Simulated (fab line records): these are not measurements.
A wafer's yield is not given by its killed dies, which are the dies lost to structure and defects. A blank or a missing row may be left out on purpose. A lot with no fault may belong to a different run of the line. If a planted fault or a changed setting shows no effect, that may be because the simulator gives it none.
Which tool was responsible? :: flow n5_finfet :: 24 lots with 72 wafers sampled at 5 steps, on a route of 1938 steps

== WHAT THE GAUGES SHOWED, per wafer ==
N5_ILD0_THK_MEAS_08.
lot: L074
measured: day 3 14:16
on: film_metro-01
thk_nm (nm): 137.7 138.2 138.2

lot: L075
measured: day 3 19:32
on: film_metro-01
thk_nm (nm): 139.1 139.5 139.2

lot: L076
measured: day 4 00:14
on: film_metro-01
thk_nm (nm): 139.3 139.6 139.9

lot: L077
measured: day 4 10:33
on: film_metro-01
thk_nm (nm): 139.2 137.3 139.7

lot: L078
measured: day 4 13:37
on: film_metro-02
thk_nm (nm): 139.3 138.6 137.7

lot: L079
measured: day 4 20:41
on: film_metro-02
thk_nm (nm): 138.1 139.5 139.3

lot: L080
measured: day 5 04:26
on: film_metro-01
thk_nm (nm): 137.7 137.8 137.2

lot: L081
measured: day 5 12:31
on: film_metro-02
thk_nm (nm): 139.1 137.9 138.3

lot: L082
measured: day 5 13:47
on: film_metro-02
thk_nm (nm): 137.6 138.9 138.3

lot: L083
measured: day 5 22:16
on: film_metro-02
thk_nm (nm): 138.7 139.5 137.7

lot: L084
measured: day 6 01:31
on: film_metro-02
thk_nm (nm): 139.0 137.9 140.1

lot: L085
measured: day 6 09:31
on: film_metro-02
thk_nm (nm): 137.1 138.8 139.7

lot: L086
measured: day 6 20:41
on: film_metro-02
thk_nm (nm): 140.1 140.7 140.8

lot: L087
measured: day 7 00:11
on: film_metro-02
thk_nm (nm): 139.2 139.8 140.2

lot: L088
measured: day 7 01:21
on: film_metro-02
thk_nm (nm): 138.6 138.9 137.9

lot: L089
measured: day 7 19:00
on: film_metro-01
thk_nm (nm): 138.8 139.5 139.8

lot: L090
measured: day 7 19:23
on: film_metro-02
thk_nm (nm): 138.0 138.7 138.7

lot: L091
measured: day 7 21:59
on: film_metro-01
thk_nm (nm): 138.0 139.8 139.0

lot: L092
measured: day 8 02:37
on: film_metro-01
thk_nm (nm): 139.2 138.7 138.3

lot: L093
measured: day 8 07:23
on: film_metro-01
thk_nm (nm): 138.5 139.4 138.9

lot: L094
measured: day 8 18:46
on: film_metro-02
thk_nm (nm): 139.7 139.4 140.6

lot: L095
measured: day 8 19:20
on: film_metro-01
thk_nm (nm): 138.5 138.6 138.0

lot: L096
measured: day 9 03:17
on: film_metro-02
thk_nm (nm): 138.2 137.4 138.0

lot: L097
measured: day 9 07:34
on: film_metro-01
thk_nm (nm): 139.3 139.0 139.1

N5_MOL_CONTACT_COAG_INSPECT_10: inspects for defects (brightfield).
lot: L074
measured: day 4 19:36
on: defect_inspect-02
raw_defect_count: 65 64 72

lot: L075
measured: day 4 23:26
on: defect_inspect-02
raw_defect_count: 61 56 67

lot: L076
measured: day 5 03:44
on: defect_inspect-02
raw_defect_count: 59 65 74

lot: L077
measured: day 5 13:31
on: defect_inspect-02
raw_defect_count: 55 122 84

lot: L078
measured: day 5 15:10
on: defect_inspect-01
raw_defect_count: 47 63 101

lot: L079
measured: day 6 01:04
on: defect_inspect-02
raw_defect_count: 89 54 63

lot: L080
measured: day 6 05:31
on: defect_inspect-02
raw_defect_count: 87 62 36

lot: L081
measured: day 6 13:11
on: defect_inspect-02
raw_defect_count: 64 79 48

lot: L082
measured: day 6 16:08
on: defect_inspect-01
raw_defect_count: 53 58 51

lot: L083
measured: day 7 03:32
on: defect_inspect-02
raw_defect_count: 73 51 71

lot: L084
measured: day 7 08:31
on: defect_inspect-02
raw_defect_count: 106 91 52

lot: L085
measured: day 7 12:02
on: defect_inspect-01
raw_defect_count: 116 40 100

lot: L086
measured: day 7 22:11
on: defect_inspect-01
raw_defect_count: 75 36 63

lot: L087
measured: day 8 02:02
on: defect_inspect-01
raw_defect_count: 53 36 64

lot: L088
measured: day 8 04:04
on: defect_inspect-01
raw_defect_count: 70 103 102

lot: L089
measured: day 8 21:46
on: defect_inspect-02
raw_defect_count: 54 47 47

lot: L090
measured: day 8 22:30
on: defect_inspect-01
raw_defect_count: 72 46 73

lot: L091
measured: day 9 00:23
on: defect_inspect-02
raw_defect_count: 63 68 55

lot: L092
measured: day 9 05:10
on: defect_inspect-01
raw_defect_count: 76 68 49

lot: L093
measured: day 9 09:47
on: defect_inspect-01
raw_defect_count: 124 118 114

lot: L094
measured: day 9 19:53
on: defect_inspect-01
raw_defect_count: 57 95 88

lot: L095
measured: day 9 21:23
on: defect_inspect-01
raw_defect_count: 116 101 61

lot: L096
measured: day 10 07:49
on: defect_inspect-02
raw_defect_count: 91 73 43

lot: L097
measured: day 10 11:16
on: defect_inspect-01
raw_defect_count: 90 74 87

== EACH LOT AND THE TOOL THAT RAN IT (in order: tool; ch and the chambers of the sampled wafers; start) ==
lot: L074
N5_DUMMY_REMOVAL_STRIP_10: rie_diel-03 ch 1,3, day 4 00:47
N5_GATE_CUT_STRIP_59: rie_diel-04 ch 1,3, day 4 11:32
N5_GATE_CUT_CMP_02: cmp-04 ch 0,2,3, day 4 14:32

lot: L075
N5_DUMMY_REMOVAL_STRIP_10: rie_diel-06 ch 1,2,3, day 4 03:43
N5_GATE_CUT_STRIP_59: rie_diel-06 ch 0,1,3, day 4 14:15
N5_GATE_CUT_CMP_02: cmp-04 ch 0,2,3, day 4 16:44

lot: L076
N5_DUMMY_REMOVAL_STRIP_10: rie_diel-03 ch 0,3, day 4 08:53
N5_GATE_CUT_STRIP_59: rie_diel-06 ch 0,2,3, day 4 18:55
N5_GATE_CUT_CMP_02: cmp-04 ch 1,2,3, day 4 23:13

lot: L077
N5_DUMMY_REMOVAL_STRIP_10: rie_diel-06 ch 1,2, day 4 19:43
N5_GATE_CUT_STRIP_59: rie_diel-04 ch 0,1,3, day 5 06:11
N5_GATE_CUT_CMP_02: cmp-01 ch 0,3, day 5 08:46

lot: L078
N5_DUMMY_REMOVAL_STRIP_10: rie_diel-04 ch 1,2, day 4 21:20
N5_GATE_CUT_STRIP_59: rie_diel-04 ch 0,3, day 5 08:03
N5_GATE_CUT_CMP_02: cmp-01 ch 2,3, day 5 10:33

lot: L079
N5_DUMMY_REMOVAL_STRIP_10: rie_diel-04 ch 1,2,3, day 5 06:56
N5_GATE_CUT_STRIP_59: rie_diel-04 ch 1,2,3, day 5 17:34
N5_GATE_CUT_CMP_02: cmp-03 ch 0,1,2, day 5 20:03

lot: L080
N5_DUMMY_REMOVAL_STRIP_10: rie_diel-06 ch 0,2, day 5 12:40
N5_GATE_CUT_STRIP_59: rie_diel-06 ch 0,2, day 5 22:19
N5_GATE_CUT_CMP_02: cmp-04 ch 0,1,3, day 6 00:50

lot: L081
N5_DUMMY_REMOVAL_STRIP_10: rie_diel-04 ch 0,1, day 5 20:07
N5_GATE_CUT_STRIP_59: rie_diel-06 ch 0,2,3, day 6 05:56
N5_GATE_CUT_CMP_02: cmp-04 ch 1,2,3, day 6 08:29

lot: L082
N5_DUMMY_REMOVAL_STRIP_10: rie_diel-06 ch 0, day 5 22:27
N5_GATE_CUT_STRIP_59: rie_diel-03 ch 0,1, day 6 08:37
N5_GATE_CUT_CMP_02: cmp-04 ch 1,2,3, day 6 11:11

lot: L083
N5_DUMMY_REMOVAL_STRIP_10: rie_diel-06 ch 0,3, day 6 06:03
N5_GATE_CUT_STRIP_59: rie_diel-06 ch 2,3, day 6 17:17
N5_GATE_CUT_CMP_02: cmp-04 ch 2,3, day 6 19:47

lot: L084
N5_DUMMY_REMOVAL_STRIP_10: rie_diel-03 ch 0,1,3, day 6 09:23
N5_GATE_CUT_STRIP_59: rie_diel-06 ch 0,2, day 6 19:43
N5_GATE_CUT_CMP_02: cmp-04 ch 1,2,3, day 6 22:13

lot: L085
N5_DUMMY_REMOVAL_STRIP_10: rie_diel-06 ch 0,2,3, day 6 17:23
N5_GATE_CUT_STRIP_59: rie_diel-04 ch 0,1,2, day 7 03:13
N5_GATE_CUT_CMP_02: cmp-03 ch 0,1,3, day 7 05:52

lot: L086
N5_DUMMY_REMOVAL_STRIP_10: rie_diel-06 ch 0,2, day 7 04:38
N5_GATE_CUT_STRIP_59: rie_diel-04 ch 0,1,3, day 7 14:59
N5_GATE_CUT_CMP_02: cmp-03 ch 0,2, day 7 17:28

lot: L087
N5_DUMMY_REMOVAL_STRIP_10: rie_diel-04 ch 1,2, day 7 08:35
N5_GATE_CUT_STRIP_59: rie_diel-03 ch 0,1,2, day 7 18:59
N5_GATE_CUT_CMP_02: cmp-01 ch 1,3, day 7 21:28

lot: L088
N5_DUMMY_REMOVAL_STRIP_10: rie_diel-03 ch 0,1, day 7 10:02
N5_GATE_CUT_STRIP_59: rie_diel-03 ch 0,1,3, day 7 20:11
N5_GATE_CUT_CMP_02: cmp-04 ch 0,3, day 7 22:59

lot: L089
N5_DUMMY_REMOVAL_STRIP_10: rie_diel-04 ch 1,2, day 8 03:34
N5_GATE_CUT_STRIP_59: rie_diel-04 ch 1,3, day 8 13:47
N5_GATE_CUT_CMP_02: cmp-03 ch 0,2,3, day 8 16:17

lot: L090
N5_DUMMY_REMOVAL_STRIP_10: rie_diel-03 ch 0,1,3, day 8 04:02
N5_GATE_CUT_STRIP_59: rie_diel-04 ch 2,3, day 8 14:40
N5_GATE_CUT_CMP_02: cmp-03 ch 0,1, day 8 17:35

lot: L091
N5_DUMMY_REMOVAL_STRIP_10: rie_diel-04 ch 2,3, day 8 05:59
N5_GATE_CUT_STRIP_59: rie_diel-06 ch 0,1,3, day 8 16:45
N5_GATE_CUT_CMP_02: cmp-04 ch 1,3, day 8 19:16

lot: L092
N5_DUMMY_REMOVAL_STRIP_10: rie_diel-03 ch 1,2,3, day 8 10:23
N5_GATE_CUT_STRIP_59: rie_diel-03 ch 0,3, day 8 20:52
N5_GATE_CUT_CMP_02: cmp-04 ch 0,1,2, day 9 00:37

lot: L093
N5_DUMMY_REMOVAL_STRIP_10: rie_diel-03 ch 0,1,3, day 8 16:15
N5_GATE_CUT_STRIP_59: rie_diel-03 ch 1,2,3, day 9 02:08
N5_GATE_CUT_CMP_02: cmp-01 ch 0,2,3, day 9 05:08

lot: L094
N5_DUMMY_REMOVAL_STRIP_10: rie_diel-03 ch 2,3, day 9 02:46
N5_GATE_CUT_STRIP_59: rie_diel-03 ch 1,2, day 9 12:45
N5_GATE_CUT_CMP_02: cmp-01 ch 0,3, day 9 15:18

lot: L095
N5_DUMMY_REMOVAL_STRIP_10: rie_diel-06 ch 0,1,3, day 9 03:37
N5_GATE_CUT_STRIP_59: rie_diel-03 ch 0,1, day 9 13:21
N5_GATE_CUT_CMP_02: cmp-03 ch 0,1, day 9 16:38

lot: L096
N5_DUMMY_REMOVAL_STRIP_10: rie_diel-06 ch 0,2,3, day 9 11:47
N5_GATE_CUT_STRIP_59: rie_diel-04 ch 0,1,2, day 9 21:53
N5_GATE_CUT_CMP_02: cmp-01 ch 0,1,3, day 10 00:26

lot: L097
N5_DUMMY_REMOVAL_STRIP_10: rie_diel-06 ch 0,2,3, day 9 15:34
N5_GATE_CUT_STRIP_59: rie_diel-06 ch 0,2,3, day 10 01:34
N5_GATE_CUT_CMP_02: cmp-04 ch 0,2,3, day 10 06:16
- N5_DUMMY_REMOVAL_STRIP_10: strips in N2/H2, time 40 s.
- N5_GATE_CUT_STRIP_59: strips in N2/H2, time 20 s.
- N5_GATE_CUT_CMP_02: polishes, stops on SiO2, t overpolish 12.7 s, target thk 0 nm.

== WHAT THE TOOLS THEMSELVES READ (means of the sampled wafers that have a number; where no wafer has one, the mark that the record gives instead) ==
N5_DUMMY_REMOVAL_STRIP_10.
lot: L074
tool: rie_diel-03
drypump_motor_current_A (A): 6.3
oes_product_au (a.u.): 0.78
rf_vpp_V (V): 44.9
showerhead_plenum_p_Torr (Torr): 3.51
throttle_valve_pct (%): 12.2

lot: L075
tool: rie_diel-06
drypump_motor_current_A (A): 5.6
oes_product_au (a.u.): 0.75
rf_vpp_V (V): 45.8
showerhead_plenum_p_Torr (Torr): 3.42
throttle_valve_pct (%): 12.4

lot: L076
tool: rie_diel-03
drypump_motor_current_A (A): 5.8
oes_product_au (a.u.): 0.90
rf_vpp_V (V): 45.0
showerhead_plenum_p_Torr (Torr): 3.38
throttle_valve_pct (%): 11.7

lot: L077
tool: rie_diel-06
drypump_motor_current_A (A): 5.4
oes_product_au (a.u.): 0.81
rf_vpp_V (V): 45.5
showerhead_plenum_p_Torr (Torr): 3.40
throttle_valve_pct (%): 12.4

lot: L078
tool: rie_diel-04
drypump_motor_current_A (A): 5.6
oes_product_au (a.u.): 0.80
rf_vpp_V (V): 44.2
showerhead_plenum_p_Torr (Torr): 3.36
throttle_valve_pct (%): 12.3

lot: L079
tool: rie_diel-04
drypump_motor_current_A (A): 5.5
oes_product_au (a.u.): 0.78
rf_vpp_V (V): 45.7
showerhead_plenum_p_Torr (Torr): 3.39
throttle_valve_pct (%): 12.2

lot: L080
tool: rie_diel-06
drypump_motor_current_A (A): 5.6
oes_product_au (a.u.): 0.76
rf_vpp_V (V): 45.0
showerhead_plenum_p_Torr (Torr): 3.47
throttle_valve_pct (%): 12.3

lot: L081
tool: rie_diel-04
drypump_motor_current_A (A): 5.8
oes_product_au (a.u.): 0.69
rf_vpp_V (V): 45.3
showerhead_plenum_p_Torr (Torr): 3.44
throttle_valve_pct (%): 12.5

lot: L082
tool: rie_diel-06
drypump_motor_current_A (A): 5.8
oes_product_au (a.u.): 0.71
rf_vpp_V (V): 45.1
showerhead_plenum_p_Torr (Torr): 3.48
throttle_valve_pct (%): 12.3

lot: L083
tool: rie_diel-06
drypump_motor_current_A (A): 5.8
oes_product_au (a.u.): 0.68
rf_vpp_V (V): 45.3
showerhead_plenum_p_Torr (Torr): 3.47
throttle_valve_pct (%): 12.3

lot: L084
tool: rie_diel-03
drypump_motor_current_A (A): 6.0
oes_product_au (a.u.): 0.82
rf_vpp_V (V): 45.7
showerhead_plenum_p_Torr (Torr): 3.44
throttle_valve_pct (%): 12.1

lot: L085
tool: rie_diel-06
drypump_motor_current_A (A): 5.6
oes_product_au (a.u.): 0.73
rf_vpp_V (V): 46.0
showerhead_plenum_p_Torr (Torr): 3.45
throttle_valve_pct (%): 12.3

lot: L086
tool: rie_diel-06
drypump_motor_current_A (A): 5.4
oes_product_au (a.u.): 0.80
rf_vpp_V (V): 45.9
showerhead_plenum_p_Torr (Torr): 3.44
throttle_valve_pct (%): 12.3

lot: L087
tool: rie_diel-04
drypump_motor_current_A (A): 5.7
oes_product_au (a.u.): 0.78
rf_vpp_V (V): 45.0
showerhead_plenum_p_Torr (Torr): 3.35
throttle_valve_pct (%): 12.3

lot: L088
tool: rie_diel-03
drypump_motor_current_A (A): 5.8
oes_product_au (a.u.): 0.85
rf_vpp_V (V): 45.4
showerhead_plenum_p_Torr (Torr): 3.37
throttle_valve_pct (%): 11.9

lot: L089
tool: rie_diel-04
drypump_motor_current_A (A): 5.6
oes_product_au (a.u.): 0.77
rf_vpp_V (V): 44.6
showerhead_plenum_p_Torr (Torr): 3.34
throttle_valve_pct (%): 12.3

lot: L090
tool: rie_diel-03
drypump_motor_current_A (A): 6.1
oes_product_au (a.u.): 0.80
rf_vpp_V (V): 45.1
showerhead_plenum_p_Torr (Torr): 3.44
throttle_valve_pct (%): 12.1

lot: L091
tool: rie_diel-04
drypump_motor_current_A (A): 5.5
oes_product_au (a.u.): 0.80
rf_vpp_V (V): 45.5
showerhead_plenum_p_Torr (Torr): 3.35
throttle_valve_pct (%): 12.2

lot: L092
tool: rie_diel-03
drypump_motor_current_A (A): 6.3
oes_product_au (a.u.): 0.81
rf_vpp_V (V): 45.5
showerhead_plenum_p_Torr (Torr): 3.44
throttle_valve_pct (%): 12.2

lot: L093
tool: rie_diel-03
drypump_motor_current_A (A): 6.0
oes_product_au (a.u.): 0.81
rf_vpp_V (V): 45.3
showerhead_plenum_p_Torr (Torr): 3.43
throttle_valve_pct (%): 12.1

lot: L094
tool: rie_diel-03
drypump_motor_current_A (A): 6.3
oes_product_au (a.u.): 0.81
rf_vpp_V (V): 45.4
showerhead_plenum_p_Torr (Torr): 3.43
throttle_valve_pct (%): 12.0

lot: L095
tool: rie_diel-06
drypump_motor_current_A (A): 5.8
oes_product_au (a.u.): 0.77
rf_vpp_V (V): 46.4
showerhead_plenum_p_Torr (Torr): 3.42
throttle_valve_pct (%): 12.3

lot: L096
tool: rie_diel-06
drypump_motor_current_A (A): 5.6
oes_product_au (a.u.): 0.80
rf_vpp_V (V): 45.6
showerhead_plenum_p_Torr (Torr): 3.44
throttle_valve_pct (%): 12.1

lot: L097
tool: rie_diel-06
drypump_motor_current_A (A): 5.6
oes_product_au (a.u.): 0.80
rf_vpp_V (V): 44.7
showerhead_plenum_p_Torr (Torr): 3.44
throttle_valve_pct (%): 12.1

N5_GATE_CUT_STRIP_59.
lot: L074
tool: rie_diel-04
drypump_motor_current_A (A): 5.5
oes_product_au (a.u.): 0.78
rf_vpp_V (V): 46.1
showerhead_plenum_p_Torr (Torr): 3.44
throttle_valve_pct (%): 12.2

lot: L075
tool: rie_diel-06
drypump_motor_current_A (A): 5.8
oes_product_au (a.u.): 0.70
rf_vpp_V (V): 44.5
showerhead_plenum_p_Torr (Torr): 3.44
throttle_valve_pct (%): 12.4

lot: L076
tool: rie_diel-06
drypump_motor_current_A (A): 5.6
oes_product_au (a.u.): 0.75
rf_vpp_V (V): 45.1
showerhead_plenum_p_Torr (Torr): 3.46
throttle_valve_pct (%): 12.3

lot: L077
tool: rie_diel-04
drypump_motor_current_A (A): 5.8
oes_product_au (a.u.): 0.73
rf_vpp_V (V): 45.8
showerhead_plenum_p_Torr (Torr): 3.41
throttle_valve_pct (%): 12.4

lot: L078
tool: rie_diel-04
drypump_motor_current_A (A): 6.0
oes_product_au (a.u.): 0.72
rf_vpp_V (V): 45.6
showerhead_plenum_p_Torr (Torr): 3.36
throttle_valve_pct (%): 12.5

lot: L079
tool: rie_diel-04
drypump_motor_current_A (A): 5.6
oes_product_au (a.u.): 0.78
rf_vpp_V (V): 45.5
showerhead_plenum_p_Torr (Torr): 3.39
throttle_valve_pct (%): 12.2

lot: L080
tool: rie_diel-06
drypump_motor_current_A (A): 5.4
oes_product_au (a.u.): 0.80
rf_vpp_V (V): 45.2
showerhead_plenum_p_Torr (Torr): 3.45
throttle_valve_pct (%): 12.3

lot: L081
tool: rie_diel-06
drypump_motor_current_A (A): 5.6
oes_product_au (a.u.): 0.74
rf_vpp_V (V): 46.6
showerhead_plenum_p_Torr (Torr): 3.45
throttle_valve_pct (%): 12.3

lot: L082
tool: rie_diel-03
drypump_motor_current_A (A): 5.9
oes_product_au (a.u.): 0.80
rf_vpp_V (V): 45.3
showerhead_plenum_p_Torr (Torr): 3.44
throttle_valve_pct (%): 12.3

lot: L083
tool: rie_diel-06
drypump_motor_current_A (A): 5.4
oes_product_au (a.u.): 0.79
rf_vpp_V (V): 45.5
showerhead_plenum_p_Torr (Torr): 3.43
throttle_valve_pct (%): 12.3

lot: L084
tool: rie_diel-06
drypump_motor_current_A (A): 5.6
oes_product_au (a.u.): 0.75
rf_vpp_V (V): 44.4
showerhead_plenum_p_Torr (Torr): 3.46
throttle_valve_pct (%): 12.3

lot: L085
tool: rie_diel-04
drypump_motor_current_A (A): 5.8
oes_product_au (a.u.): 0.73
rf_vpp_V (V): 45.7
showerhead_plenum_p_Torr (Torr): 3.36
throttle_valve_pct (%): 12.4

lot: L086
tool: rie_diel-04
drypump_motor_current_A (A): 5.8
oes_product_au (a.u.): 0.72
rf_vpp_V (V): 44.7
showerhead_plenum_p_Torr (Torr): 3.40
throttle_valve_pct (%): 12.4

lot: L087
tool: rie_diel-03
drypump_motor_current_A (A): 6.0
oes_product_au (a.u.): 0.87
rf_vpp_V (V): 44.8
showerhead_plenum_p_Torr (Torr): 3.37
throttle_valve_pct (%): 12.0

lot: L088
tool: rie_diel-03
drypump_motor_current_A (A): 6.0
oes_product_au (a.u.): 0.81
rf_vpp_V (V): 45.6
showerhead_plenum_p_Torr (Torr): 3.44
throttle_valve_pct (%): 12.1

lot: L089
tool: rie_diel-04
drypump_motor_current_A (A): 5.5
oes_product_au (a.u.): 0.75
rf_vpp_V (V): 45.3
showerhead_plenum_p_Torr (Torr): 3.42
throttle_valve_pct (%): 12.2

lot: L090
tool: rie_diel-04
drypump_motor_current_A (A): 5.6
oes_product_au (a.u.): 0.81
rf_vpp_V (V): 45.2
showerhead_plenum_p_Torr (Torr): 3.31
throttle_valve_pct (%): 12.2

lot: L091
tool: rie_diel-06
drypump_motor_current_A (A): 5.8
oes_product_au (a.u.): 0.77
rf_vpp_V (V): 45.6
showerhead_plenum_p_Torr (Torr): 3.42
throttle_valve_pct (%): 12.3

lot: L092
tool: rie_diel-03
drypump_motor_current_A (A): 6.1
oes_product_au (a.u.): 0.80
rf_vpp_V (V): 46.3
showerhead_plenum_p_Torr (Torr): 3.43
throttle_valve_pct (%): 11.9

lot: L093
tool: rie_diel-03
drypump_motor_current_A (A): 6.3
oes_product_au (a.u.): 0.80
rf_vpp_V (V): 45.8
showerhead_plenum_p_Torr (Torr): 3.43
throttle_valve_pct (%): 12.2

lot: L094
tool: rie_diel-03
drypump_motor_current_A (A): 6.2
oes_product_au (a.u.): 0.79
rf_vpp_V (V): 44.9
showerhead_plenum_p_Torr (Torr): 3.43
throttle_valve_pct (%): 12.4

lot: L095
tool: rie_diel-03
drypump_motor_current_A (A): 5.9
oes_product_au (a.u.): 0.79
rf_vpp_V (V): 45.2
showerhead_plenum_p_Torr (Torr): 3.43
throttle_valve_pct (%): 12.3

lot: L096
tool: rie_diel-04
drypump_motor_current_A (A): 5.8
oes_product_au (a.u.): 0.81
rf_vpp_V (V): 46.0
showerhead_plenum_p_Torr (Torr): 3.35
throttle_valve_pct (%): 12.3

lot: L097
tool: rie_diel-06
drypump_motor_current_A (A): 5.6
oes_product_au (a.u.): 0.80
rf_vpp_V (V): 46.0
showerhead_plenum_p_Torr (Torr): 3.44
throttle_valve_pct (%): 12.2

N5_GATE_CUT_CMP_02.
lot: L074
tool: cmp-04
motor_current_A (A): 8.6
overpolish_run_s (s): 12.698
time_to_endpoint_s (s): 20.3

lot: L075
tool: cmp-04
motor_current_A (A): 8.5
overpolish_run_s (s): 12.706
time_to_endpoint_s (s): 23.1

lot: L076
tool: cmp-04
motor_current_A (A): 9.1
overpolish_run_s (s): 12.695
time_to_endpoint_s (s): 29.2

lot: L077
tool: cmp-01
motor_current_A (A): 8.7
overpolish_run_s (s): 12.692
time_to_endpoint_s (s): 24.7

lot: L078
tool: cmp-01
motor_current_A (A): 8.3
overpolish_run_s (s): 12.705
time_to_endpoint_s (s): 25.4

lot: L079
tool: cmp-03
motor_current_A (A): 9.2
overpolish_run_s (s): 12.708
time_to_endpoint_s (s): 26.7

lot: L080
tool: cmp-04
motor_current_A (A): 8.5
overpolish_run_s (s): 12.694
time_to_endpoint_s (s): 27.6

lot: L081
tool: cmp-04
motor_current_A (A): 8.7
overpolish_run_s (s): 12.696
time_to_endpoint_s (s): 27.9

lot: L082
tool: cmp-04
motor_current_A (A): 8.6
overpolish_run_s (s): 12.707
time_to_endpoint_s (s): 28.4

lot: L083
tool: cmp-04
motor_current_A (A): 8.6
overpolish_run_s (s): 12.701
time_to_endpoint_s (s): 27.9

lot: L084
tool: cmp-04
motor_current_A (A): 8.7
overpolish_run_s (s): 12.696
time_to_endpoint_s (s): 25.7

lot: L085
tool: cmp-03
motor_current_A (A): 9.7
overpolish_run_s (s): 12.699
time_to_endpoint_s (s): 26.9

lot: L086
tool: cmp-03
motor_current_A (A): 10.0
overpolish_run_s (s): 12.701
time_to_endpoint_s (s): 26.1

lot: L087
tool: cmp-01
motor_current_A (A): 8.3
overpolish_run_s (s): 12.704
time_to_endpoint_s (s): 25.3

lot: L088
tool: cmp-04
motor_current_A (A): 8.7
overpolish_run_s (s): 12.702
time_to_endpoint_s (s): 26.8

lot: L089
tool: cmp-03
motor_current_A (A): 10.6
overpolish_run_s (s): 12.700
time_to_endpoint_s (s): 26.5

lot: L090
tool: cmp-03
motor_current_A (A): 9.0
overpolish_run_s (s): 12.701
time_to_endpoint_s (s): 24.5

lot: L091
tool: cmp-04
motor_current_A (A): 8.8
overpolish_run_s (s): 12.703
time_to_endpoint_s (s): 27.1

lot: L092
tool: cmp-04
motor_current_A (A): 9.0
overpolish_run_s (s): 12.695
time_to_endpoint_s (s): 26.5

lot: L093
tool: cmp-01
motor_current_A (A): 8.5
overpolish_run_s (s): 12.702
time_to_endpoint_s (s): 26.0

lot: L094
tool: cmp-01
motor_current_A (A): 9.0
overpolish_run_s (s): 12.699
time_to_endpoint_s (s): 24.2

lot: L095
tool: cmp-03
motor_current_A (A): 8.6
overpolish_run_s (s): 12.696
time_to_endpoint_s (s): 23.9

lot: L096
tool: cmp-01
motor_current_A (A): 8.6
overpolish_run_s (s): 12.696
time_to_endpoint_s (s): 25.7

lot: L097
tool: cmp-04
motor_current_A (A): 8.7
overpolish_run_s (s): 12.699
time_to_endpoint_s (s): 25.1

== THE ANSWER, worked out from the rows above alone ==
Rule: the usual values come from the lots themselves. The widest of any qualifying gaps counts: lots, ordered by their means at a reading, are off when they make up no more than a third of the lots, leave a main group of 4 or more, and stand apart from it by 3 or more times the standard deviation of that group's means. Not used: any main group whose means are identical at the precision the tables above print for the reading. Also off: a lot with no number at a reading for which 4 or more lots have one. Where the step has rows for the other lots, those lots are counted as sound. The gauges are gone through in route order, then the tools' own readings, and for those a lot's mean is taken as printed above. At the first step where some lot is off, the reading lying furthest off is the one used; lots without a number count as furthest.
No lot is off on any of the readings shown, so nothing can be concluded from this.

== WHAT THE SIMULATOR PUT IN ==
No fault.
